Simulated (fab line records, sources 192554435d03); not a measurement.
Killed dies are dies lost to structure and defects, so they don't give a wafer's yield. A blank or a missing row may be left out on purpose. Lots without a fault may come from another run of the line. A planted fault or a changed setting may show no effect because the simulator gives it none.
fab line records | flow n5_finfet
record lots=4 wafers=12 last_day=16
route steps=1938 shown BEOL_M10@1528 BEOL_M11@1536 PASSIVATION@1936
lots that met no fault: from a run of the same line without faults
start_h: hours from the record's first day to the start of the lot's first wafer shown | wait_h: hours since the lot's step before | " the same as in the row above | L1.1+2: a row that stands for several wafers | - no value, or no start given | * or withheld: withheld | < > ~ a bound
route shown NAME@n: a module of which the file shows steps, and the number in the route of the first | usual: mean/standard deviation of fault-free wafers | same: alike in all rows | chamber/n: place in a boat | sites: the reading at each site | _std_site: their standard deviation | _edge_site: outer sites' mean less inner sites' | radius_mm: how far each site lies from the wafer's centre | mask NAME#n: copy n | behind: the tool/chamber that last shaped the wafer | hold: why the lot was held/for how many hours/how that ended | device: the transistor (n, p or np) that didn't switch | end of line: the same wafers' tests at the end of the route | a step without rows: its recipe alone | killed: dies lost to structure and defects at the first sort, not the wafer's yield | map: a wafer's dies, x killed, . not, _ none there
set.NAME: the setting as run; set.NAME@STEP: as run at that earlier step | model.NAME: the simulator's own value behind a step, which no gauge read
lots at some steps of the route; a table a step, a row a wafer
## steps
# step N5_BEOL_M10_ECD_50
# recipe material=Cu target_thk_a=3180
# step N5_BEOL_M10_ANNEAL_51
# recipe temp_c=225 time_s=90 ambient=N2
# step N5_BEOL_M10_CMP_52
# recipe stop_on=SiCOH_lowk t_overpolish_s=7 down_force_psi=1 platen_rpm=50 clearing_platen_down_force_psi=1.5 clearing_platen_rpm=50 post_cmp_clean=cu_alkaline target_thk_nm=140 clearing_platen_pad_velocity_m_s=0.99484 pad_velocity_m_s=0.99484
# step N5_BEOL_M10_PRE_CLEAN_55
# recipe gas=NH3 time_s=15 temp_c=withheld rf_power_w=300
# step N5_BEOL_M10_DEP_56
# recipe material=SiCN target_thk_a=150 temp_c=withheld precursor=3MS/NH3 pressure_torr=3 rf_w=202 time_s=26.5
# step N5_BEOL_M11_ILD_DEP_00
# recipe material=SiCOH_lowk target_thk_a=3085.1 temp_c=300 precursor=DEMS/porogen pressure_torr=5 rf_w=500 time_s=58
# step N5_BEOL_M11_CURE_71
# recipe temp_c=385 time_s=240 ambient=He/Ar material=SiCOH_lowk
# step N5_BEOL_M11_PECVD_70
# recipe material=SiO2 target_thk_a=200 temp_c=400 precursor=TEOS/O2 pressure_torr=5.5 rf_w=450 teos_flow_sccm=53.8 gas=O2 flow_sccm=3000 time_s=22.7
# step N5_BEOL_M11_HM_DEP_02
# recipe material=TiN target_thk_a=200 temp_c=25 chamber_pressure_pa=0.49996
# usual throttle_valve_pct=29.7/1.1
# columns lot.wafer tool chamber start_h wait_h throttle_valve_pct
L314.1 pvd_sputter-02 - 227.05 1.7 30.3
L314.2 " - " " 30.1
L314.3 " - " " 28.5
L329.2 pvd_sputter-02 - 317.82 0.6 30.0
L329.4 " - " " 30.5
L329.6 " - " " 29.9
L330.1 pvd_sputter-02 - 318.92 0.8 30.5
L330.3 " - " " 30.2
L330.4 " - " " 28.4
L334.1 pvd_sputter-03 - 340.58 1.2 28.7
L334.3 " - " " 30.4
L334.4 " - " " 28.8
# step N5_BEOL_M11_COAT_59
# recipe resist=SOC temp_c=250 time_s=60 spin_rpm=1500 resist_thk_nm=100
# step N5_BEOL_M11_COAT_60
# recipe resist=SiARC temp_c=220 time_s=60 spin_rpm=1500 resist_thk_nm=30
# step N5_BEOL_M11_COAT_05
# recipe resist=CAR-ArF spin_rpm=1500 resist_thk_nm=90
# step N5_BEOL_M11_EBR_07
# recipe solvent=PGMEA ebr_width_mm=1.5
# step N5_BEOL_M11_SOFTBAKE_06
# recipe temp_c=110 time_s=60 resist=CAR-ArF
# step N5_BEOL_M11_EXPOSE_08
# recipe mask_id=M11 na=1.35 source_shape=dipole sigma_inner=0.411 sigma_outer=0.611 polarization=te dose_mj=53.75
# step N5_BEOL_M11_PEB_09
# recipe peb_temp_c=withheld peb_time_s=60 resist=CAR-ArF
# step N5_BEOL_M11_DEVELOP_10
# recipe develop_time_s=30 developer=TMAH resist=CAR-ArF rinse_liquid=diw dry=air_spin dev_temp_c=23
# step N5_BEOL_M11_INSPECT_13
# recipe mode=adi inspect_instrument=brightfield
# usual raw_defect_count=398/100
# columns lot.wafer tool chamber start_h wait_h raw_defect_count
L314.1 defect_inspect-02 - 227.60 0.0 286
L314.2 " - " " 316
L314.3 " - " " 452
L329.2 defect_inspect-01 - 318.25 0.0 690
L329.4 " - " " 655
L329.6 " - " " 690
L330.1 defect_inspect-01 - 319.47 0.0 862
L330.3 " - " " 808
L330.4 " - " " 905
L334.1 defect_inspect-02 - 341.14 0.0 459
L334.3 " - " " 260
L334.4 " - " " 288
# step N5_BEOL_M11_DESCUM_16
# recipe chemistry=O2 time_s=7.9 source_power_w=50 bias_power_w=20 pressure_mtorr=20 rf_frequency_hz=2.712e+07 temp_c=40 resist=CAR-ArF o2_flow_sccm=225
# step N5_BEOL_M11_ETCH_61
# recipe chemistry=CF4 target=SiARC target_depth_a=390 mask_material=CAR-ArF time_s=65 ion_energy_ev=80 pressure_mtorr=40 source_w=545 bias_w=36 Ar_flow_sccm=100 cf4_flow_sccm=100 ends=cleared
# step N5_BEOL_M11_ETCH_62
# recipe chemistry=N2/H2 target=SOC target_depth_a=1100 overetch_a=220 mask_material=SiARC temp_c=40 time_s=165 ion_energy_ev=200 pressure_mtorr=30 source_w=840 bias_w=150 n2_flow_sccm=200 h2_flow_sccm=200
# step N5_BEOL_M11_STRIP_68
# recipe chemistry=N2/H2 temp_c=40 n2_flow_sccm=200 h2_flow_sccm=200 rf_frequency_hz=6e+07
# step N5_BEOL_M11_STRIP_67
# recipe chemistry=CF4 resist=SiARC power_w=300 bias_power_w=75 pressure_mtorr=50 cf4_flow_sccm=150 rf_frequency_hz=6e+07
# step N5_BEOL_M11_HM_OPEN_17
# recipe chemistry=Cl2/BCl3 target_depth_a=200 overetch_a=60 target=TiN mask_material=SOC ion_energy_ev=150 pressure_mtorr=10 icp_w=1000 bias_w=126 Cl2_flow_sccm=53.25 bcl3_flow_sccm=21.75 Ar_flow_sccm=25
# step N5_BEOL_M11_STRIP_19
# recipe chemistry=O2 power_w=400 temp_c=40 pressure_mtorr=30 rf_frequency_hz=6e+07 bias_power_w=0 overash_fraction=0.2 o2_flow_sccm=225
# step N5_BEOL_M11_COAT_63
# recipe resist=SOC temp_c=250 time_s=60 spin_rpm=1500 resist_thk_nm=100
# step N5_BEOL_M11_COAT_64
# recipe resist=SiARC temp_c=220 time_s=60 spin_rpm=1500 resist_thk_nm=30
# step N5_BEOL_M11_COAT_22
# recipe resist=CAR-ArF spin_rpm=1500 resist_thk_nm=90
# step N5_BEOL_M11_EBR_24
# recipe solvent=PGMEA ebr_width_mm=1.5
# step N5_BEOL_M11_SOFTBAKE_23
# recipe temp_c=110 time_s=60 resist=CAR-ArF
# step N5_BEOL_M11_EXPOSE_25
# recipe mask_id=V10 na=1.35 source_shape=annular sigma_inner=0.5 sigma_outer=0.8 polarization=unpolarized dose_mj=85.5
# step N5_BEOL_M11_PEB_26
# recipe peb_temp_c=withheld peb_time_s=60 resist=CAR-ArF
# step N5_BEOL_M11_DEVELOP_27
# recipe develop_time_s=30 developer=TMAH resist=CAR-ArF rinse_liquid=diw dry=air_spin dev_temp_c=23
# step N5_BEOL_M11_INSPECT_30
# recipe mode=adi inspect_instrument=brightfield
# usual raw_defect_count=403/100
# columns lot.wafer tool chamber start_h wait_h raw_defect_count
L314.1 defect_inspect-01 - 230.03 0.0 306
L314.2 " - " " 341
L314.3 " - " " 451
L329.2 defect_inspect-02 - 322.09 0.0 649
L329.4 " - " " 626
L329.6 " - " " 675
L330.1 defect_inspect-01 - 322.26 0.0 895
L330.3 " - " " 839
L330.4 " - " " 900
L334.1 defect_inspect-02 - 342.10 0.0 423
L334.3 " - " " 256
L334.4 " - " " 268
# step N5_PASSIVATION_PROBE_49
# usual defect_limited_yield=91.2/1.4 killed_at_M0_to_M3=32/9.3 killed_at_M4_up=14/4.9 killed_at_contacts=15/7.5 killed_at_front_end=40/11 killed_at_other=4/3.3 killed_dies=104/17 killed_on_rim=13/4.2 killed_open=68/14 killed_short=33/7.9 sort_bin_5_function=5.2/0.99 sort_bin_6_memory=3.2/0.65 sort_n_pass=1076/17 sort_yield_pct=91.1/1.5
# same gross_dies=1180 killed_at_back_side=0 sort_bin_4_leakage[%]=0 sort_bin_8_speed[%]=0
# columns lot.wafer tool chamber start_h wait_h defect_limited_yield[%] killed_at_M0_to_M3 killed_at_M4_up killed_at_contacts killed_at_front_end killed_at_other killed_dies killed_on_rim killed_open killed_short sort_bin_5_function[%] sort_bin_6_memory[%] sort_n_pass sort_yield_pct[%]
L329.2 prober-02 - 363.30 0.1 84.2 41 84 13 41 8 187 26 80 33 9.9 4.7 993 84.2
L329.4 prober-02 - 363.40 0.2 83.3 28 118 13 37 1 197 13 61 30 10.8 4.2 983 83.3
L329.6 prober-02 - 363.50 0.3 86.0 30 72 19 34 10 165 28 47 44 9.2 3.5 1015 86.0
L330.1 prober-01 - 365.86 0.0 83.4 24 128 14 23 7 196 11 58 23 10.3 4.7 984 83.4
L330.3 prober-01 - 365.96 0.1 84.0 30 103 20 32 4 189 11 61 28 10.3 4.2 991 84.0
L330.4 prober-01 - 366.01 0.2 84.0 28 73 9 50 29 189 55 64 25 9.7 4.0 991 84.0
# killed by level:class
L329.2 BEOL_M11:unspecified=68 STI_FIN_REVEAL:geometric_particle:open=13 MOL_CONTACT_COAG:geometric_particle:open=11 BEOL_M3:geometric_particle:open=11 BEOL_M4:geometric_particle:open=10 BEOL_M0_SAQP:geometric_particle:short=8 BEOL_M0_SAQP:geometric_particle:open=8 FIN_SAQP:geometric_particle:open=5
L329.4 BEOL_M11:unspecified=104 MOL_CONTACT_COAG:geometric_particle:open=11 BEOL_M0_SAQP:geometric_particle:short=10 FIN_SAQP:geometric_particle:open=9 BEOL_M4:geometric_particle:open=8 BEOL_M0_SAQP:geometric_particle:open=7 GATE_CUT:geometric_particle:short=6 STARTING-WAFER:geometric_particle:open=6
L329.6 BEOL_M11:unspecified=67 MOL_CONTACT_COAG:geometric_particle:open=12 FIN_SAQP:geometric_particle:short=9 MOL_CONTACT_COAG:geometric_particle:short=7 BEOL_M0_SAQP:geometric_particle:short=7 BEOL_M2:geometric_particle:open=7 FIN_SAQP:geometric_particle:open=5 STI_FIN_REVEAL:geometric_particle:short=5
L330.1 BEOL_M11:unspecified=109 MOL_CONTACT_COAG:geometric_particle:open=10 BEOL_M4:geometric_particle:open=10 STI_FIN_REVEAL:geometric_particle:open=7 PASSIVATION:area_etch=6 BEOL_M0_SAQP:geometric_particle:open=5 BEOL_M3:geometric_particle:open=5 MOL_CONTACT_COAG:geometric_particle:short=4
L330.3 BEOL_M11:unspecified=96 MOL_CONTACT_COAG:geometric_particle:open=18 BEOL_M0_SAQP:geometric_particle:short=9 STI_FIN_REVEAL:geometric_particle:open=7 BEOL_M0_SAQP:geometric_particle:open=7 BEOL_M3:geometric_particle:open=6 FIN_SAQP:geometric_particle:open=4 GATE_CUT:geometric_particle:open=4
L330.4 BEOL_M11:unspecified=58 PASSIVATION:area_etch=26 HKMG_FIN:area_etch=15 STI_FIN_REVEAL:geometric_particle:open=12 BEOL_M4:geometric_particle:open=9 BEOL_M0_SAQP:geometric_particle:short=8 MOL_CONTACT_COAG:geometric_particle:open=7 BEOL_M0_SAQP:geometric_particle:open=6
# map L329.4 (x killed, . not)
_________________............________________
______________..xx..........x..._____________
___________.............x...xx.....__________
__________.........x..........x....._________
________.....x........................_______
_______.......x.x......................______
______..x.....x.........x......x........_____
_____.xx.....x......................x....____
____.......x.......x......xx..............___
___.......xx....x.x........................__
___.......x.....x........x.....x..x........__
__...x...x.x......x........x...x............_
__.....x..xxxx..x...x......................._
_......xxxxxxxxxxx..................x........
_..x..xxxxxxxxxxxx..x.....................x.x
_xx.xxxxxxxxxxxx..x..x..........x....x.......
_..x.x.xxxxxxxxxxxx.....x.........x.....x....
_....xxxxxxxxxxxx............................
_..x.xxxxxxxxxx.x...............xx...x.......
_..x.x.xxxxxxxx.x.x.............x............
_.x..xx.xx.xxx.....x..xx.....x..........x....
__......xxxxx.x..x....x...........x........._
__.....x..........x....x...................._
___...x...............x....................__
___...........................x...........x__
____...........x..........................___
_____x...........x..x..x.....x..x...x....____
______x...........................x....._____
_______..........x....................x______
________......................x......._______
__________..x..xx...........x......._________
___________........................__________
______________..x..........x...._____________
_________________...........x________________
# map L330.1 (x killed, . not)
_________________......x.....________________
______________...xx............._____________
___________.......................x__________
__________...x................x....._________
________....x....x........x.....x....._______
_______......x..x.......x......x.....x.______
______......x....................x......_____
_____....xx.......x..............x.......____
____........x...............x..........x..___
___.x..........x...............x...........__
___.........x..............................__
__.......x.................x................_
__..x.........x.....x....x.................._
_..............xx....x.x...........xx........
_...........xx.xxx.x.xx..........x.....x...x.
_..........xx.xxxxxxxx........x...x..........
_.....x......xxxxxxx.xxx.....................
_...xx..x..xxxxxxxxxxxx.x.......x...x..x...x.
_.........xxxxxxxxxxx.x..x.x.................
_.x...x...x.xxxxxxxxxxx......................
_........xx.xxxxxxxxxxx.......x............x.
__........x.xxxxxxxxxxxxx..............xx..._
__x.........xxxxxxxxxxx...x................._
___....xx....xx.x.xxx....x.................__
___...x..........x....x....x...x....x......__
____................x.x..............x...x___
_____.............x............x.......x.____
______..................x..........x...._____
_______.......x..........x.............______
________.............................._______
__________.........................._________
___________........x.x.............__________
______________...x.............._____________
_________________..x.........________________
## key
first_sign step=N5_BEOL_M11_INSPECT_13 reading=raw_defect_count direction=up sigmas=3.6 usual=398 struck=768
effect step=N5_BEOL_M11_INSPECT_30 reading=raw_defect_count direction=up sigmas=3.4 usual=403 struck=764
effect step=N5_PASSIVATION_PROBE_49 reading=killed_at_M4_up direction=up sigmas=17 usual=14 struck=96
more_kills_born_at N5_BEOL_M11_HM_DEP_02@pvd_sputter-02=502
met_at N5_BEOL_M11_HM_DEP_02
struck_wafers L329.2,L329.4,L329.6,L330.1,L330.3,L330.4
baseline_loss step=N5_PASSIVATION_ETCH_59 wafers=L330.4
onset_between 227.05 317.82
fault kind=chamber_particle_source tool=pvd_sputter-02 chamber=- onset_h=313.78 steps=N5_BEOL_M11_HM_DEP_02 rate_per_visit_cm2=0.50439 end_h=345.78
# baseline_loss: these wafers lose ten dies or more at that step, a loss of the line's own and not of a fault; the sort's usual values leave them out
